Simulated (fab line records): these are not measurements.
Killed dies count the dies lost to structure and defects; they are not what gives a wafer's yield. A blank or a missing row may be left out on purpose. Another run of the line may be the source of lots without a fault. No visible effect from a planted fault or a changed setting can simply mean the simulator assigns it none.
Chamber matching -- flow n5 finfet -- N5_SD_EPI_N_LINER_46 on ald sin-04: 4 sister chambers
The step material SiNx, target thk 3 nm. 4 wafers are shown with their chamber, then 9 later ones without.

## WAFERS, EACH WITH ITS CHAMBER
wafer,chamber,heater power w (W)
L087.3,1,824
L088.1,2,768
L088.4,0,681
L088.5,3,816

## WAFERS MISSING THEIR CHAMBER
wafer,heater power w (W)
L091.1,799
L091.2,707
L091.6,698
L094.1,830
L094.4,820
L094.6,794
L095.1,794
L095.4,815
L095.5,821

## CHAMBER TAKEN BY EACH
wafer,from the rows above,in truth
L091.1,can't be placed: 3 or 1 or 2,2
L091.2,0,0
L091.6,0,0
L094.1,can't be placed: 1 or 3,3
L094.4,can't be placed: 1 or 3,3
L094.6,can't be placed: 3 or 2 or 1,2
L095.1,can't be placed: 3 or 2 or 1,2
L095.4,can't be placed: 3 or 1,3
L095.5,can't be placed: 1 or 3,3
Correctly placed: 2 of 9. Can't be placed from these rows: 7 (the true chamber is among the candidates in 7). 0 placed wrongly.
How it was worked out, from the rows above alone: a wafer's distance from a chamber is the root of the sum, over the readings, of the square of ((its reading less the chamber's mean) divided by the reading's scatter). If the next closest chamber is less than 2 further off than the closest, the wafer can't be placed; otherwise it belongs to the closest. The mean given for a chamber averages the wafers shown for that chamber. The scatter: root of mean squared gap, hidden wafer to nearest shown wafer, with one shown wafer a chamber.
